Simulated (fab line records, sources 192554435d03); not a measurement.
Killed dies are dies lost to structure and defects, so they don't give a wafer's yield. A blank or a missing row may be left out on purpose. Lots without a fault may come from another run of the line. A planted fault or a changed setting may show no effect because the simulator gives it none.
fab line records | flow n5_finfet
record lots=9 wafers=27 last_day=18
route steps=1938 shown BEOL_M11@1575 PASSIVATION@1936
lots that met no fault: from a run of the same line without faults
start_h: hours from the record's first day to the start of the lot's first wafer shown | wait_h: hours since the lot's step before | " the same as in the row above | L1.1+2: a row that stands for several wafers | - no value, or no start given | * or withheld: withheld | < > ~ a bound
route shown NAME@n: a module of which the file shows steps, and the number in the route of the first | usual: mean/standard deviation of fault-free wafers | same: alike in all rows | chamber/n: place in a boat | sites: the reading at each site | _std_site: their standard deviation | _edge_site: outer sites' mean less inner sites' | radius_mm: how far each site lies from the wafer's centre | mask NAME#n: copy n | behind: the tool/chamber that last shaped the wafer | hold: why the lot was held/for how many hours/how that ended | device: the transistor (n, p or np) that didn't switch | end of line: the same wafers' tests at the end of the route | a step without rows: its recipe alone | killed: dies lost to structure and defects at the first sort, not the wafer's yield | map: a wafer's dies, x killed, . not, _ none there
set.NAME: the setting as run; set.NAME@STEP: as run at that earlier step | model.NAME: the simulator's own value behind a step, which no gauge read
steps of the route over a sample of lots; a table a step, a row a wafer
services: from which hour (start_h, from the record's first day; less than 0 if before it) a tool's chamber was out of use, for how many hours, and why
## steps
# step N5_BEOL_M11_VIA_ETCH_34
# recipe chemistry=C4F6/O2 target=SiCOH_lowk target_depth_a=1845 mask_material=SOC taper_deg=4 time_s=69.2 ion_energy_ev=250 pressure_mtorr=30 source_w=345 bias_w=185 Ar_flow_sccm=300 C4F6_flow_sccm=10 O2_flow_sccm=10
# usual chamber_pressure_mTorr=30.003/0.027 drypump_motor_current_A=5.8/0.53 oes_product_au=0.78/0.073 rf_fwd_power_W=342.0/1.3 rf_vpp_V=662/14 showerhead_plenum_p_Torr=2.87/0.086 throttle_valve_pct=20.9/0.33
# columns lot.wafer tool chamber start_h wait_h chamber_pressure_mTorr drypump_motor_current_A oes_product_au rf_fwd_power_W rf_hours_counter_h rf_vpp_V showerhead_plenum_p_Torr throttle_valve_pct
L446.1 rie_diel-04 3 223.87 0.0 29.974 5.7 0.99 343.5 8 661 2.89 20.2
L446.3 " 0 " " 30.027 5.6 0.71 342.3 196 670 2.84 21.4
L446.6 " 3 " " 29.990 5.7 0.99 342.4 - 662 2.89 20.2
L449.1 rie_diel-03 0 253.04 0.0 30.020 5.9 0.74 340.8 183 662 2.84 21.0
L449.2 " 1 " " 30.008 6.0 0.73 345.3 191 637 2.71 21.0
L449.4 " 3 " " 29.974 5.7 0.86 344.0 56 645 3.01 20.7
L452.2 rie_diel-02 3 261.38 0.0 29.956 6.6 0.88 340.3 53 674 3.01 20.8
L452.3 " 0 " " 30.013 5.1 0.68 342.8 225 671 2.81 21.3
L452.4 " 1 " " 29.997 5.4 0.81 342.8 88 660 2.86 20.5
L450.1 rie_diel-03 1 265.18 0.0 29.992 6.0 0.72 341.2 195 637 2.71 21.1
L450.2 " 3 " " 29.977 5.6 0.84 345.1 59 646 3.01 20.7
L450.6 " 1 " " 29.960 6.0 0.73 342.0 - 638 2.71 21.1
L458.1 rie_diel-03 1 304.04 0.0 30.006 6.0 0.71 344.9 207 637 2.70 21.1
L458.2 " 3 " " 29.987 5.7 0.83 342.4 70 646 3.01 20.7
L458.5 " 2 " " 29.956 5.0 0.76 340.0 - 656 2.84 21.1
L462.1 rie_diel-02 2 327.85 0.0 29.942 6.6 0.83 340.9 73 681 2.88 20.4
L462.2 " 1 " " 30.071 5.4 0.79 342.5 113 659 2.85 20.6
L462.6 " 2 " " 30.002 6.6 0.82 340.4 - 681 2.88 20.4
L464.1 rie_diel-02 3 334.97 0.0 30.000 6.6 0.84 340.1 81 673 3.00 20.9
L464.2 " 1 " " 30.034 5.4 0.79 342.1 116 659 2.85 20.6
L464.4 " 2 " " 30.018 6.6 0.82 341.0 - 680 2.88 20.4
L468.1 rie_diel-02 1 376.39 0.0 29.995 5.4 0.77 341.8 128 659 2.84 20.6
L468.4 " 0 " " 29.973 5.1 0.93 340.7 9 670 2.80 21.0
L468.5 " 2 " " 30.012 6.6 0.80 340.9 - 680 2.87 20.4
L466.1 rie_diel-02 1 379.19 0.0 30.031 5.4 0.77 340.8 130 660 2.84 20.6
L466.3 " 0 " " 30.046 5.1 0.94 342.2 10 670 2.80 21.0
L466.6 " 1 " " 30.006 5.4 0.78 342.3 - 659 2.84 20.6
# step N5_BEOL_M11_TRENCH_ETCH_37
# recipe chemistry=C4F6/O2 target_depth_a=1488.3 target=SiCOH_lowk time_s=48 ion_energy_ev=250 pressure_mtorr=30 source_w=345 bias_w=185 Ar_flow_sccm=300 C4F6_flow_sccm=10 O2_flow_sccm=10
# usual chamber_pressure_mTorr=29.999/0.027 drypump_motor_current_A=5.8/0.53 oes_product_au=0.78/0.073 rf_fwd_power_W=341.2/1.5 rf_vpp_V=662/14 showerhead_plenum_p_Torr=2.87/0.086 throttle_valve_pct=20.9/0.33
# columns lot.wafer tool chamber start_h wait_h chamber_pressure_mTorr drypump_motor_current_A oes_product_au rf_fwd_power_W rf_hours_counter_h rf_vpp_V showerhead_plenum_p_Torr throttle_valve_pct
L446.1 rie_diel-04 3 223.98 - 29.978 5.7 0.98 340.7 8 662 2.89 20.2
L446.3 " 0 " " 29.992 5.6 0.71 342.1 196 670 2.84 21.4
L446.6 " 3 " " 30.007 5.7 0.99 339.8 - 659 2.89 20.2
L449.1 rie_diel-03 0 253.14 - 30.000 5.9 0.73 342.5 183 664 2.84 21.0
L449.2 " 1 " " 30.028 6.0 0.72 341.8 191 637 2.71 21.1
L449.4 " 3 " " 29.983 5.6 0.85 341.9 56 644 3.01 20.7
L452.2 rie_diel-02 3 261.49 - 30.003 6.6 0.88 340.7 53 673 3.01 20.9
L452.3 " 0 " " 29.999 5.1 0.69 339.9 225 671 2.81 21.3
L452.4 " 1 " " 30.000 5.4 0.82 340.0 88 660 2.86 20.6
L450.1 rie_diel-03 1 265.29 - 30.058 6.0 0.73 342.4 195 636 2.71 21.1
L450.2 " 3 " " 29.978 5.7 0.85 342.1 59 645 3.01 20.7
L450.6 " 1 " " 29.995 6.0 0.73 343.7 - 638 2.71 21.1
L458.1 rie_diel-03 1 304.14 - 29.994 6.0 0.71 342.4 207 637 2.70 21.1
L458.2 " 3 " " 29.984 5.6 0.78 258.5 71 742 3.01 20.7
L458.5 " 2 " " 30.019 5.0 0.76 338.6 - 655 2.84 21.1
L462.1 rie_diel-02 2 327.95 - 30.022 6.6 0.82 340.5 73 680 2.88 20.4
L462.2 " 1 " " 29.973 5.4 0.78 341.7 113 659 2.85 20.6
L462.6 " 2 " " 29.990 6.6 0.82 339.3 - 679 2.88 20.5
L464.1 rie_diel-02 3 335.08 - 30.020 6.6 0.84 341.1 81 673 3.00 20.9
L464.2 " 1 " " 29.976 5.4 0.79 340.9 116 659 2.85 20.6
L464.4 " 2 " " 30.027 6.6 0.83 339.8 - 680 2.88 20.5
L468.1 rie_diel-02 1 376.49 - 30.016 5.4 0.78 340.6 128 660 2.84 20.6
L468.4 " 0 " " 29.994 5.1 0.94 339.6 9 669 2.80 21.0
L468.5 " 2 " " 29.983 6.6 0.82 342.0 - 679 2.87 20.5
L466.1 rie_diel-02 1 379.29 - 30.018 5.4 0.77 340.4 130 659 2.84 20.6
L466.3 " 0 " " 29.968 5.1 0.94 339.4 10 671 2.80 21.0
L466.6 " 1 " " 30.071 5.4 0.77 340.9 - 659 2.84 20.6
# step N5_BEOL_M11_OCD_MEAS_38
# usual trench_depth_nm=148.0/2.7
# columns lot.wafer tool chamber start_h wait_h trench_depth_nm
L446.1 ocd-01 - 224.16 - 153.3
L446.3 " - " " 148.2
L446.6 " - " " 154.7
L449.1 ocd-02 - 253.32 - 145.0
L449.2 " - " " 144.0
L449.4 " - " " 147.5
L452.2 ocd-02 - 261.67 - 152.1
L452.3 " - " " 149.5
L452.4 " - " " 151.1
L450.1 ocd-02 - 265.47 - 147.8
L450.2 " - " " 149.1
L450.6 " - " " 147.6
L458.1 ocd-01 - 304.32 - 145.6
L458.2 " - " " 133.5
L458.5 " - " " 145.4
L462.1 ocd-02 - 328.14 - 149.8
L462.2 " - " " 149.8
L462.6 " - " " 149.5
L464.1 ocd-01 - 335.26 - 150.2
L464.2 " - " " 150.0
L464.4 " - " " 150.1
L468.1 ocd-02 - 376.68 - 150.0
L468.4 " - " " 149.2
L468.5 " - " " 151.3
L466.1 ocd-02 - 379.48 - 148.8
L466.3 " - " " 148.3
L466.6 " - " " 148.3
# step N5_BEOL_M11_CURE_72
# recipe temp_c=370 time_s=120 ambient=DMADMS/He material=SiCOH_lowk
# usual lamp_power_pct=52.31/0.053 wafer_temp_C_max=371.9/0.77
# columns lot.wafer tool chamber start_h wait_h lamp_power_pct wafer_temp_C_max
L446.1 uv_cure-01 0 224.35 0.0 52.29 371.9
L446.3 " 0 " " 52.35 371.8
L446.6 " 0 " " 52.36 371.8
L449.1 uv_cure-01 0 253.52 0.0 52.28 371.6
L449.2 " 0 " " 52.29 371.7
L449.4 " 0 " " 52.34 371.3
L452.2 uv_cure-01 0 261.91 0.1 52.36 372.4
L452.3 " 0 " " 52.39 371.6
L452.4 " 0 " " 52.33 372.1
L450.1 uv_cure-01 2 265.66 0.0 52.28 371.7
L450.2 " 2 " " 52.23 371.0
L450.6 " 2 " " 52.28 371.4
L458.1 uv_cure-03 2 304.51 0.0 52.26 372.6
L458.2 " 2 " " 52.36 373.1
L458.5 " 2 " " 52.36 373.1
L462.1 uv_cure-03 2 328.33 0.0 52.23 372.6
L462.2 " 2 " " 52.29 372.4
L462.6 " 2 " " 52.31 374.0
L464.1 uv_cure-02 0 335.45 0.0 52.26 372.0
L464.2 " 0 " " 52.29 371.9
L464.4 " 0 " " 52.29 372.2
L468.1 uv_cure-03 2 376.87 0.0 52.32 373.5
L468.4 " 2 " " 52.35 372.6
L468.5 " 2 " " 52.39 374.0
L466.1 uv_cure-03 0 379.67 0.0 52.38 370.9
L466.3 " 0 " " 52.34 370.9
L466.6 " 0 " " 52.25 371.2
# step N5_BEOL_M11_PRE_CLEAN_45
# recipe gas=H2/He time_s=30 temp_c=250
# usual heater_power_w=322/39
# columns lot.wafer tool chamber start_h wait_h heater_power_w
L446.1 pvd_sputter-03 - 225.11 0.0 304
L446.3 " - " " 332
L446.6 " - " " 332
L449.1 pvd_sputter-01 - 254.19 0.0 296
L449.2 " - " " 331
L449.4 " - " " 302
L452.2 pvd_sputter-03 - 262.29 0.0 339
L452.3 " - " " 321
L452.4 " - " " 311
L450.1 pvd_sputter-02 - 266.13 0.0 262
L450.2 " - " " 328
L450.6 " - " " 263
L458.1 pvd_sputter-03 - 305.11 0.0 302
L458.2 " - " " 339
L458.5 " - " " 331
L462.1 pvd_sputter-01 - 328.79 0.0 332
L462.2 " - " " 305
L462.6 " - " " 329
L464.1 pvd_sputter-03 - 336.06 0.0 303
L464.2 " - " " 337
L464.4 " - " " 316
L468.1 pvd_sputter-01 - 378.58 0.0 312
L468.4 " - " " 323
L468.5 " - " " 304
L466.1 pvd_sputter-02 - 381.91 0.0 323
L466.3 " - " " 314
L466.6 " - " " 399
# step N5_BEOL_M11_THK_MEAS_53
# recipe thk_meas_gauge=xrf reads=Cu_of_BEOL_M11_ECD_50
# usual M11_THK=141/3.2
# columns lot.wafer tool chamber start_h wait_h M11_THK[nm]
L446.1 film_metro-02 - 227.09 - 147
L446.3 " - " " 140
L446.6 " - " " 147
L449.1 film_metro-02 - 255.59 - 138
L449.2 " - " " 138
L449.4 " - " " 140
L452.2 film_metro-02 - 264.12 - 145
L452.3 " - " " 145
L452.4 " - " " 146
L450.1 film_metro-01 - 267.65 - 144
L450.2 " - " " 144
L450.6 " - " " 142
L458.1 film_metro-01 - 306.82 - 138
L458.2 " - " " 128
L458.5 " - " " 141
L462.1 film_metro-02 - 330.66 - 144
L462.2 " - " " 145
L462.6 " - " " 145
L464.1 film_metro-01 - 337.97 - 144
L464.2 " - " " 142
L464.4 " - " " 143
L468.1 film_metro-02 - 380.00 - 144
L468.4 " - " " 141
L468.5 " - " " 144
L466.1 film_metro-01 - 383.56 - 140
L466.3 " - " " 140
L466.6 " - " " 139
# step N5_BEOL_M11_RS_MEAS_57
# recipe thk_meas_gauge=four-point-probe reads=Cu_of_BEOL_M11_ECD_50+Co_of_BEOL_M11_CVD_75+TaN_of_BEOL_M11_ALD_74
# usual M11_RS=0.152/0.0037
# columns lot.wafer tool chamber start_h wait_h M11_RS[ohm/sq]
L446.1 film_metro-02 - 227.22 0.0 0.145
L446.3 " - " " 0.153
L446.6 " - " " 0.145
L449.1 film_metro-01 - 255.72 0.0 0.157
L449.2 " - " " 0.157
L449.4 " - " " 0.154
L452.2 film_metro-02 - 264.25 0.0 0.146
L452.3 " - " " 0.146
L452.4 " - " " 0.146
L450.1 film_metro-02 - 267.78 0.0 0.151
L450.2 " - " " 0.151
L450.6 " - " " 0.153
L458.1 film_metro-01 - 306.95 0.0 0.156
L458.2 " - " " 0.170
L458.5 " - " " 0.153
L462.1 film_metro-01 - 330.78 0.0 0.151
L462.2 " - " " 0.150
L462.6 " - " " 0.150
L464.1 film_metro-01 - 338.10 0.0 0.148
L464.2 " - " " 0.149
L464.4 " - " " 0.149
L468.1 film_metro-02 - 380.15 0.1 0.149
L468.4 " - " " 0.152
L468.5 " - " " 0.149
L466.1 film_metro-02 - 383.69 0.0 0.152
L466.3 " - " " 0.153
L466.6 " - " " 0.153
# step N5_PASSIVATION_PROBE_49
# usual defect_limited_yield=90.9/1.5 killed_at_M0_to_M3=35/10 killed_at_M4_up=14/5.2 killed_at_contacts=13/7.3 killed_at_front_end=42/12 killed_at_other=3.4/2.5 killed_dies=108/18 killed_open=70/13 killed_short=35/8 sort_bin_5_function=5.4/1 sort_bin_6_memory=3.4/0.71 sort_n_pass=1072/18 sort_yield_pct=90.9/1.5
# same gross_dies=1180 killed_at_back_side=0 sort_bin_4_leakage[%]=0 sort_bin_8_speed[%]=0
# columns lot.wafer tool chamber start_h wait_h defect_limited_yield[%] killed_at_M0_to_M3 killed_at_M4_up killed_at_contacts killed_at_front_end killed_at_other killed_dies killed_open killed_short sort_bin_5_function[%] sort_bin_6_memory[%] sort_n_pass sort_yield_pct[%]
L446.1 prober-02 - 273.68 0.0 93.1 25 12 11 28 6 82 49 32 3.3 3.3 1098 93.1
L446.3 prober-02 - 273.78 0.1 92.8 18 16 14 33 4 85 57 26 4.9 1.9 1095 92.8
L446.6 prober-02 - 273.93 0.3 91.5 19 23 10 42 6 100 70 24 4.9 3.2 1080 91.5
L450.1 prober-01 - 303.99 0.0 90.7 29 10 11 55 5 110 69 36 5.5 3.2 1070 90.7
L450.2 prober-01 - 304.04 0.1 93.7 25 6 4 37 2 74 51 23 3.6 2.3 1106 93.7
L450.6 prober-01 - 304.24 0.3 92.1 32 14 12 31 4 93 57 34 4.3 3.1 1087 92.1
L458.2 prober-01 - 346.34 0.1 89.7 48 23 12 34 4 121 67 52 5.8 4.0 1059 89.7
L458.5 prober-01 - 346.49 0.2 88.6 36 35 11 42 10 134 85 46 7.6 3.2 1046 88.6
L462.1 prober-02 - 376.57 0.0 89.1 48 25 11 39 6 129 86 43 6.2 4.1 1051 89.1
L462.2 prober-02 - 376.62 0.1 90.9 39 14 19 32 3 107 77 29 5.3 3.4 1073 90.9
L468.1 prober-01 - 417.87 0.0 91.9 27 10 7 49 2 95 57 36 4.7 3.0 1085 91.9
L468.4 prober-01 - 418.02 0.2 92.3 33 11 6 29 12 91 51 39 4.6 2.8 1089 92.3
L468.5 prober-01 - 418.07 0.2 89.7 35 11 22 47 6 121 85 36 6.2 3.6 1059 89.7
# killed by level:class
L446.1 MOL_CONTACT_COAG:geometric_particle:open=7 BEOL_M3:geometric_particle:open=7 FIN_SAQP:geometric_particle:short=6 BEOL_M0_SAQP:geometric_particle:short=6 BEOL_M1:geometric_particle:open=5 STI_FIN_REVEAL:geometric_particle:open=4 ILD0:geometric_particle:open=4 MOL_CONTACT_COAG:geometric_particle:short=4
L446.3 MOL_CONTACT_COAG:geometric_particle:open=14 BEOL_M4:geometric_particle:open=13 GATE_CUT:geometric_particle:short=7 FIN_SAQP:geometric_particle:open=6 FIN_SAQP:geometric_particle:short=5 BEOL_M0_SAQP:geometric_particle:open=4 BEOL_M0_SAQP:geometric_particle:short=4 ILD0:geometric_particle:short=3
L446.6 FIN_SAQP:geometric_particle:open=17 BEOL_M4:geometric_particle:open=17 MOL_CONTACT_COAG:geometric_particle:open=6 BEOL_M0_SAQP:geometric_particle:open=5 FIN_SAQP:geometric_particle:short=4 BEOL_M3:geometric_particle:open=4 STARTING-WAFER:geometric_particle:open=4 BEOL_M0:geometric_particle:open=3
L450.1 FIN_SAQP:geometric_particle:open=11 FIN_SAQP:geometric_particle:short=9 STI_FIN_REVEAL:geometric_particle:open=7 MOL_CONTACT_COAG:geometric_particle:open=6 DUMMY_GATE:geometric_particle:open=5 BEOL_M1:geometric_particle:open=5 BEOL_M2:geometric_particle:open=5 ILD0:geometric_particle:short=4
L450.2 FIN_SAQP:geometric_particle:short=9 FIN_SAQP:geometric_particle:open=8 BEOL_M3:geometric_particle:open=6 BEOL_M0_SAQP:geometric_particle:open=6 BEOL_M2:geometric_particle:open=5 MOL_CONTACT_COAG:geometric_particle:open=4 DUMMY_GATE:geometric_particle:open=3 STARTING-WAFER:geometric_particle:open=3
L450.6 BEOL_M0_SAQP:geometric_particle:open=11 MOL_CONTACT_COAG:geometric_particle:open=10 BEOL_M0_SAQP:geometric_particle:short=10 FIN_SAQP:geometric_particle:short=6 DUMMY_GATE:geometric_particle:open=6 STI_FIN_REVEAL:geometric_particle:open=5 BEOL_M3:geometric_particle:open=5 FIN_SAQP:geometric_particle:open=4
L458.2 BEOL_M3:geometric_particle:open=13 BEOL_M4:geometric_particle:open=12 FIN_SAQP:geometric_particle:short=11 MOL_CONTACT_COAG:geometric_particle:open=8 BEOL_M0_SAQP:geometric_particle:short=7 BEOL_M4:geometric_particle:short=6 BEOL_M0:geometric_particle:short=6 BEOL_M1:geometric_particle:open=6
L458.5 BEOL_M4:geometric_particle:open=24 BEOL_M2:geometric_particle:open=10 PASS1_CAP:geometric_particle:short=8 FIN_SAQP:geometric_particle:short=7 MOL_CONTACT_COAG:geometric_particle:open=7 STI_FIN_REVEAL:geometric_particle:open=7 DUMMY_GATE:geometric_particle:open=7 BEOL_M3:geometric_particle:open=6
L462.1 BEOL_M4:geometric_particle:open=22 BEOL_M0_SAQP:geometric_particle:short=12 BEOL_M1:geometric_particle:open=11 STI_FIN_REVEAL:geometric_particle:open=10 BEOL_M0_SAQP:geometric_particle:open=9 MOL_CONTACT_COAG:geometric_particle:open=7 DUMMY_GATE:geometric_particle:open=5 BEOL_M3:geometric_particle:open=5
L462.2 MOL_CONTACT_COAG:geometric_particle:open=12 BEOL_M4:geometric_particle:open=12 BEOL_M0_SAQP:geometric_particle:open=10 BEOL_M1:geometric_particle:open=9 FIN_SAQP:geometric_particle:open=8 MOL_CONTACT_COAG:geometric_particle:short=6 BEOL_M0_SAQP:geometric_particle:short=6 FIN_SAQP:geometric_particle:short=5
L468.1 FIN_SAQP:geometric_particle:open=17 FIN_SAQP:geometric_particle:short=13 BEOL_M0_SAQP:geometric_particle:short=6 MOL_CONTACT_COAG:geometric_particle:open=6 BEOL_M2:geometric_particle:open=5 BEOL_M4:geometric_particle:open=5 GATE_CUT:geometric_particle:short=4 BEOL_M0_SAQP:geometric_particle:open=4
L468.4 FIN_SAQP:geometric_particle:short=10 BEOL_M2:geometric_particle:open=7 BEOL_M0:geometric_particle:open=6 FIN_SAQP:geometric_particle:open=5 MOL_CONTACT_COAG:geometric_particle:open=5 BEOL_M0_SAQP:geometric_particle:short=5 BEOL_M0_SAQP:geometric_particle:open=4 BEOL_M4:geometric_particle:open=4
L468.5 FIN_SAQP:geometric_particle:open=17 MOL_CONTACT_COAG:geometric_particle:open=15 FIN_SAQP:geometric_particle:short=13 STI_FIN_REVEAL:geometric_particle:open=9 BEOL_M2:geometric_particle:open=9 BEOL_M0_SAQP:geometric_particle:open=8 MOL_CONTACT_COAG:geometric_particle:short=7 BEOL_M4:geometric_particle:open=7
## services
# columns tool chamber start_h hours kind
rie_diel-03 0 236.50 2.5 repair
rie_diel-04 1 264.02 3.2 repair
rie_diel-02 1 266.25 1.6 repair
uv_cure-03 - 278.67 7.5 pm
uv_cure-01 - 293.82 5.0 pm
pvd_sputter-01 - 297.03 20.4 repair
rie_diel-04 - 301.12 28.1 pm
rie_diel-02 0 307.62 3.9 repair
rie_diel-02 0 333.52 - clean
rie_diel-02 0 333.52 - consumable_replace:focus_ring
rie_diel-02 0 333.52 15.5 scheduled_down
rie_diel-02 0 333.52 15.5 vent_cycle
pvd_sputter-02 - 335.00 4.1 repair
rie_diel-03 3 356.86 1.3 repair
## key
first_sign step=N5_BEOL_M11_TRENCH_ETCH_37 reading=rf_fwd_power_W direction=down sigmas=56 usual=* struck=*
effect step=N5_BEOL_M11_TRENCH_ETCH_37 reading=rf_vpp_V direction=up sigmas=5.7 usual=662 struck=742
effect step=N5_BEOL_M11_OCD_MEAS_38 reading=trench_depth_nm direction=down sigmas=5.4 usual=148.0 struck=133.5
effect step=N5_BEOL_M11_THK_MEAS_53 reading=M11_THK direction=down sigmas=4.1 usual=141 struck=128
effect step=N5_BEOL_M11_RS_MEAS_57 reading=M11_RS direction=up sigmas=4.9 usual=0.152 struck=0.170
met_at N5_BEOL_M11_TRENCH_ETCH_37
struck_lots L458
struck_wafers L458.2
not_acting_at N5_BEOL_M11_VIA_ETCH_34,N5_BEOL_M11_CURE_72,N5_BEOL_M11_PRE_CLEAN_45
onset_between 265.29 304.14
fault kind=process_parameter_drift tool=rie_diel-03 chamber=3 onset_h=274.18 steps=N5_BEOL_M11_TRENCH_ETCH_37 channel=source_w offset=-82.8 shape=step end_h=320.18 acts_in=these_recipes_only stated=345
